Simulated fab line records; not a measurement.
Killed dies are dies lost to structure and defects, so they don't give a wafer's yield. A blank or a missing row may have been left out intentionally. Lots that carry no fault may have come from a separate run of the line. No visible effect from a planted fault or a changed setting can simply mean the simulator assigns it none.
The tool behind it: which one? / flow n5_finfet / 12 lots, 36 wafers sampled, at 5 steps of a route of 1938

WHAT EACH GAUGE READ, for each wafer
N5_BEOL_M0_SAQP_CD_MEAS_40: target cd 30 nm.
lot=L075; measured=day 6 04:00; on=cd_sem-02; cd_nm (nm)=29.90 29.74 30.10
lot=L077; measured=day 6 23:35; on=cd_sem-03; cd_nm (nm)=29.77 29.94 29.91
lot=L079; measured=day 7 07:47; on=cd_sem-01; cd_nm (nm)=30.01 30.56 30.18
lot=L081; measured=day 7 12:33; on=cd_sem-01; cd_nm (nm)=30.05 29.82 29.65
lot=L083; measured=day 7 19:07; on=cd_sem-01; cd_nm (nm)=30.42 29.64 30.15
lot=L085; measured=day 8 12:37; on=cd_sem-01; cd_nm (nm)=30.00 29.76 29.73
lot=L087; measured=day 8 20:51; on=cd_sem-01; cd_nm (nm)=30.20 30.13 30.19
lot=L089; measured=day 9 13:31; on=cd_sem-01; cd_nm (nm)=29.74 30.34 30.13
lot=L091; measured=day 10 01:16; on=cd_sem-01; cd_nm (nm)=29.79 30.05 29.64
lot=L093; measured=day 10 12:26; on=cd_sem-01; cd_nm (nm)=30.14 30.06 30.24
lot=L094; measured=day 11 05:08; on=cd_sem-01; cd_nm (nm)=30.09 30.09 29.97
lot=L097; measured=day 11 10:31; on=cd_sem-02; cd_nm (nm)=29.88 30.17 29.96

WHAT TOOL EACH LOT RAN ON (gives the tool, then ch and the chambers of the sampled wafers, and finally the start)
lot=L075; N5_BEOL_M0_SAQP_HM_DEP_02=pvd_sputter-02, day 5 23:11; N5_BEOL_M0_SAQP_DESCUM_19=rie_diel-04 ch 0,1,2, day 6 00:04; N5_BEOL_M0_SAQP_ETCH_84=rie_diel-04 ch 0,1,2, day 6 00:08; N5_BEOL_M0_SAQP_SPACER2_ALD_26=ald_sin-02 ch 1,2, day 6 02:49
lot=L077; N5_BEOL_M0_SAQP_HM_DEP_02=pvd_sputter-02, day 6 17:16; N5_BEOL_M0_SAQP_DESCUM_19=rie_diel-04 ch 0,1,2, day 6 18:24; N5_BEOL_M0_SAQP_ETCH_84=rie_diel-04 ch 0,1,2, day 6 18:29; N5_BEOL_M0_SAQP_SPACER2_ALD_26=ald_sin-03 ch 1,2,3, day 6 22:25
lot=L079; N5_BEOL_M0_SAQP_HM_DEP_02=pvd_sputter-03, day 7 01:50; N5_BEOL_M0_SAQP_DESCUM_19=rie_diel-02 ch 0,1,2, day 7 02:51; N5_BEOL_M0_SAQP_ETCH_84=rie_diel-02 ch 0,1,2, day 7 02:56; N5_BEOL_M0_SAQP_SPACER2_ALD_26=ald_sin-02 ch 0,2,3, day 7 06:23
lot=L081; N5_BEOL_M0_SAQP_HM_DEP_02=pvd_sputter-01, day 7 07:56; N5_BEOL_M0_SAQP_DESCUM_19=rie_diel-02 ch 2,3, day 7 08:52; N5_BEOL_M0_SAQP_ETCH_84=rie_diel-02 ch 2,3, day 7 08:58; N5_BEOL_M0_SAQP_SPACER2_ALD_26=ald_sin-02 ch 1,2, day 7 11:30
lot=L083; N5_BEOL_M0_SAQP_HM_DEP_02=pvd_sputter-01, day 7 14:13; N5_BEOL_M0_SAQP_DESCUM_19=rie_diel-04 ch 1,2, day 7 15:03; N5_BEOL_M0_SAQP_ETCH_84=rie_diel-04 ch 1,2, day 7 15:08; N5_BEOL_M0_SAQP_SPACER2_ALD_26=ald_sin-04 ch 1,3, day 7 17:55
lot=L085; N5_BEOL_M0_SAQP_HM_DEP_02=pvd_sputter-03, day 8 07:29; N5_BEOL_M0_SAQP_DESCUM_19=rie_diel-03 ch 0,1,3, day 8 08:30; N5_BEOL_M0_SAQP_ETCH_84=rie_diel-03 ch 0,1,3, day 8 08:35; N5_BEOL_M0_SAQP_SPACER2_ALD_26=ald_sin-02 ch 0,1,3, day 8 11:34
lot=L087; N5_BEOL_M0_SAQP_HM_DEP_02=pvd_sputter-01, day 8 15:47; N5_BEOL_M0_SAQP_DESCUM_19=rie_diel-03 ch 0,1,3, day 8 16:47; N5_BEOL_M0_SAQP_ETCH_84=rie_diel-03 ch 0,1,3, day 8 16:52; N5_BEOL_M0_SAQP_SPACER2_ALD_26=ald_sin-03 ch 0,3, day 8 19:40
lot=L089; N5_BEOL_M0_SAQP_HM_DEP_02=pvd_sputter-03, day 9 07:54; N5_BEOL_M0_SAQP_DESCUM_19=rie_diel-03 ch 0,1,2, day 9 08:50; N5_BEOL_M0_SAQP_ETCH_84=rie_diel-03 ch 0,1,2, day 9 08:55; N5_BEOL_M0_SAQP_SPACER2_ALD_26=ald_sin-02 ch 1,2, day 9 12:20
lot=L091; N5_BEOL_M0_SAQP_HM_DEP_02=pvd_sputter-03, day 9 19:30; N5_BEOL_M0_SAQP_DESCUM_19=rie_diel-02 ch 0,2,3, day 9 20:38; N5_BEOL_M0_SAQP_ETCH_84=rie_diel-02 ch 0,2,3, day 9 20:44; N5_BEOL_M0_SAQP_SPACER2_ALD_26=ald_sin-02 ch 1,2,3, day 9 23:54
lot=L093; N5_BEOL_M0_SAQP_HM_DEP_02=pvd_sputter-02, day 10 07:17; N5_BEOL_M0_SAQP_DESCUM_19=rie_diel-03 ch 1,2,3, day 10 08:11; N5_BEOL_M0_SAQP_ETCH_84=rie_diel-03 ch 1,2,3, day 10 08:17; N5_BEOL_M0_SAQP_SPACER2_ALD_26=ald_sin-03 ch 0,2,3, day 10 11:05
lot=L094; N5_BEOL_M0_SAQP_HM_DEP_02=pvd_sputter-03, day 10 23:42; N5_BEOL_M0_SAQP_DESCUM_19=rie_diel-02 ch 1,2, day 11 00:36; N5_BEOL_M0_SAQP_ETCH_84=rie_diel-02 ch 1,2, day 11 00:41; N5_BEOL_M0_SAQP_SPACER2_ALD_26=ald_sin-03 ch 0,1,3, day 11 04:05
lot=L097; N5_BEOL_M0_SAQP_HM_DEP_02=pvd_sputter-03, day 11 05:53; N5_BEOL_M0_SAQP_DESCUM_19=rie_diel-04 ch 0,1,3, day 11 06:41; N5_BEOL_M0_SAQP_ETCH_84=rie_diel-04 ch 0,1,3, day 11 06:46; N5_BEOL_M0_SAQP_SPACER2_ALD_26=ald_sin-04 ch 0,3, day 11 09:20
- N5_BEOL_M0_SAQP_HM_DEP_02: deposits TiN, target thk 12 nm.
- N5_BEOL_M0_SAQP_DESCUM_19: chemistry O2, time 7.9 s.
- N5_BEOL_M0_SAQP_ETCH_84: etches SOC in N2/H2, target depth 100 nm, overetch 20 nm, time 150 s.
- N5_BEOL_M0_SAQP_SPACER2_ALD_26: deposits SiO2, target thk 15 nm, pulse time 1 s, purge time 2 s.

THE ANSWER, worked out from the rows above alone
Rule: what is usual is taken from the lots themselves. Put in order of their means at a reading, lots are off if they are a third of the lots or fewer, leave a main group of 4 or more, and stand apart from it by a gap of 3 or more times the standard deviation of the main group's means; of several such gaps the widest counts. If all means in a main group match to the digits the tables above print for the reading, that group is not used. A lot without any number at a reading at which 4 lots or more have one is off too. All remaining lots with rows at the step are treated as sound.
Nothing can be told from this: no lot is off at any reading shown.

WHAT HAD BEEN PUT IN BY THE SIMULATOR
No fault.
